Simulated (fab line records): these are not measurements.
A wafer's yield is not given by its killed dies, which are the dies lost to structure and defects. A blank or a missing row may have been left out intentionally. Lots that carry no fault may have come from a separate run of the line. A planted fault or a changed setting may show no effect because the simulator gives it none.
Chamber matching / flow n5Finfet / 4 sister chambers for N5_BEOL_M6_ETCH_66 on rieDiel-04
The step etches SOC in N2/H2, target depth 80 nm, overetch 16 nm, time 120 s. 27 wafers are shown with their chamber, then 12 later ones without.

## EACH WAFER AND ITS CHAMBER
wafer=L077.2; chamber=3; showerheadPlenumPTorr (Torr)=2.47; drypumpMotorCurrentA (A)=6.1; throttleValvePct (%)=17.26
wafer=L077.3; chamber=2; showerheadPlenumPTorr (Torr)=2.53; drypumpMotorCurrentA (A)=5.3; throttleValvePct (%)=18.37
wafer=L077.4; chamber=2; showerheadPlenumPTorr (Torr)=2.53; drypumpMotorCurrentA (A)=5.3; throttleValvePct (%)=18.36
wafer=L081.2; chamber=0; showerheadPlenumPTorr (Torr)=2.71; drypumpMotorCurrentA (A)=5.6; throttleValvePct (%)=17.91
wafer=L081.4; chamber=2; showerheadPlenumPTorr (Torr)=2.52; drypumpMotorCurrentA (A)=5.3; throttleValvePct (%)=18.38
wafer=L081.6; chamber=0; showerheadPlenumPTorr (Torr)=2.71; drypumpMotorCurrentA (A)=5.6; throttleValvePct (%)=17.92
wafer=L082.2; chamber=3; showerheadPlenumPTorr (Torr)=2.47; drypumpMotorCurrentA (A)=6.1; throttleValvePct (%)=17.31
wafer=L082.3; chamber=0; showerheadPlenumPTorr (Torr)=2.71; drypumpMotorCurrentA (A)=5.6; throttleValvePct (%)=17.92
wafer=L082.6; chamber=0; showerheadPlenumPTorr (Torr)=2.71; drypumpMotorCurrentA (A)=5.6; throttleValvePct (%)=17.92
wafer=L083.1; chamber=1; showerheadPlenumPTorr (Torr)=2.62; drypumpMotorCurrentA (A)=5.5; throttleValvePct (%)=17.71
wafer=L083.3; chamber=0; showerheadPlenumPTorr (Torr)=2.71; drypumpMotorCurrentA (A)=5.6; throttleValvePct (%)=17.93
wafer=L083.6; chamber=0; showerheadPlenumPTorr (Torr)=2.71; drypumpMotorCurrentA (A)=5.6; throttleValvePct (%)=17.93
wafer=L085.4; chamber=1; showerheadPlenumPTorr (Torr)=2.62; drypumpMotorCurrentA (A)=5.5; throttleValvePct (%)=17.71
wafer=L085.5; chamber=3; showerheadPlenumPTorr (Torr)=2.46; drypumpMotorCurrentA (A)=6.1; throttleValvePct (%)=17.32
wafer=L085.6; chamber=2; showerheadPlenumPTorr (Torr)=2.52; drypumpMotorCurrentA (A)=5.3; throttleValvePct (%)=17.92
wafer=L089.1; chamber=3; showerheadPlenumPTorr (Torr)=2.46; drypumpMotorCurrentA (A)=6.0; throttleValvePct (%)=17.33
wafer=L089.3; chamber=1; showerheadPlenumPTorr (Torr)=2.62; drypumpMotorCurrentA (A)=5.4; throttleValvePct (%)=17.72
wafer=L089.4; chamber=0; showerheadPlenumPTorr (Torr)=2.70; drypumpMotorCurrentA (A)=5.6; throttleValvePct (%)=17.96
wafer=L093.1; chamber=1; showerheadPlenumPTorr (Torr)=2.61; drypumpMotorCurrentA (A)=5.4; throttleValvePct (%)=17.73
wafer=L093.4; chamber=0; showerheadPlenumPTorr (Torr)=2.70; drypumpMotorCurrentA (A)=5.6; throttleValvePct (%)=17.97
wafer=L093.6; chamber=0; showerheadPlenumPTorr (Torr)=2.70; drypumpMotorCurrentA (A)=5.6; throttleValvePct (%)=17.99
wafer=L090.2; chamber=1; showerheadPlenumPTorr (Torr)=2.61; drypumpMotorCurrentA (A)=5.5; throttleValvePct (%)=17.74
wafer=L090.3; chamber=0; showerheadPlenumPTorr (Torr)=2.70; drypumpMotorCurrentA (A)=5.6; throttleValvePct (%)=17.99
wafer=L090.5; chamber=2; showerheadPlenumPTorr (Torr)=2.51; drypumpMotorCurrentA (A)=5.3; throttleValvePct (%)=17.95
wafer=L092.2; chamber=0; showerheadPlenumPTorr (Torr)=2.69; drypumpMotorCurrentA (A)=5.6; throttleValvePct (%)=17.98
wafer=L092.4; chamber=0; showerheadPlenumPTorr (Torr)=2.69; drypumpMotorCurrentA (A)=5.6; throttleValvePct (%)=17.98
wafer=L092.6; chamber=3; showerheadPlenumPTorr (Torr)=2.45; drypumpMotorCurrentA (A)=6.1; throttleValvePct (%)=17.35

SIGNATURES (means of the wafers above)
reading=showerheadPlenumPTorr; chamber 0=2.7033; chamber 1=2.6160; chamber 2=2.5220; chamber 3=2.4620; scatter within a chamber=0.00765
reading=drypumpMotorCurrentA; chamber 0=5.600; chamber 1=5.460; chamber 2=5.300; chamber 3=6.080; scatter within a chamber=0.0295
reading=throttleValvePct; chamber 0=17.9500; chamber 1=17.7220; chamber 2=18.1960; chamber 3=17.3140; scatter within a chamber=0.103
Rule: a wafer's distance from a chamber is the root of the sum, over the readings, of the square of ((its reading less the chamber's mean) divided by the reading's scatter). If the next closest chamber is less than 2 further off than the closest, the wafer can't be placed; otherwise it belongs to the closest. The scatter is the square root of a quotient: the sum, over the shown wafers, of each reading's squared deviation from its chamber's mean, divided by wafers minus chambers.

## WAFERS WHOSE CHAMBER IS MISSING
wafer=L094.1; showerheadPlenumPTorr (Torr)=2.69; drypumpMotorCurrentA (A)=5.6; throttleValvePct (%)=17.99
wafer=L094.2; showerheadPlenumPTorr (Torr)=2.45; drypumpMotorCurrentA (A)=6.1; throttleValvePct (%)=17.37
wafer=L094.3; showerheadPlenumPTorr (Torr)=2.51; drypumpMotorCurrentA (A)=5.3; throttleValvePct (%)=17.96
wafer=L095.3; showerheadPlenumPTorr (Torr)=2.45; drypumpMotorCurrentA (A)=6.0; throttleValvePct (%)=17.36
wafer=L095.5; showerheadPlenumPTorr (Torr)=2.45; drypumpMotorCurrentA (A)=6.0; throttleValvePct (%)=17.35
wafer=L095.6; showerheadPlenumPTorr (Torr)=2.51; drypumpMotorCurrentA (A)=5.3; throttleValvePct (%)=17.96
wafer=L096.2; showerheadPlenumPTorr (Torr)=2.51; drypumpMotorCurrentA (A)=5.3; throttleValvePct (%)=17.97
wafer=L096.3; showerheadPlenumPTorr (Torr)=2.61; drypumpMotorCurrentA (A)=5.4; throttleValvePct (%)=17.35
wafer=L096.5; showerheadPlenumPTorr (Torr)=2.51; drypumpMotorCurrentA (A)=5.3; throttleValvePct (%)=17.96
wafer=L097.2; showerheadPlenumPTorr (Torr)=2.50; drypumpMotorCurrentA (A)=5.3; throttleValvePct (%)=17.96
wafer=L097.4; showerheadPlenumPTorr (Torr)=2.50; drypumpMotorCurrentA (A)=5.3; throttleValvePct (%)=17.98
wafer=L097.5; showerheadPlenumPTorr (Torr)=2.61; drypumpMotorCurrentA (A)=5.4; throttleValvePct (%)=17.38

## CHAMBER TAKEN BY EACH
wafer=L094.1; from the rows above=0; in truth=0
wafer=L094.2; from the rows above=3; in truth=3
wafer=L094.3; from the rows above=2; in truth=2
wafer=L095.3; from the rows above=3; in truth=3
wafer=L095.5; from the rows above=3; in truth=3
wafer=L095.6; from the rows above=2; in truth=2
wafer=L096.2; from the rows above=2; in truth=2
wafer=L096.3; from the rows above=1; in truth=1
wafer=L096.5; from the rows above=2; in truth=2
wafer=L097.2; from the rows above=2; in truth=2
wafer=L097.4; from the rows above=2; in truth=2
wafer=L097.5; from the rows above=1; in truth=1
Correctly placed: 12 of 12. Not placeable from these rows: 0. Placed wrongly: 0.
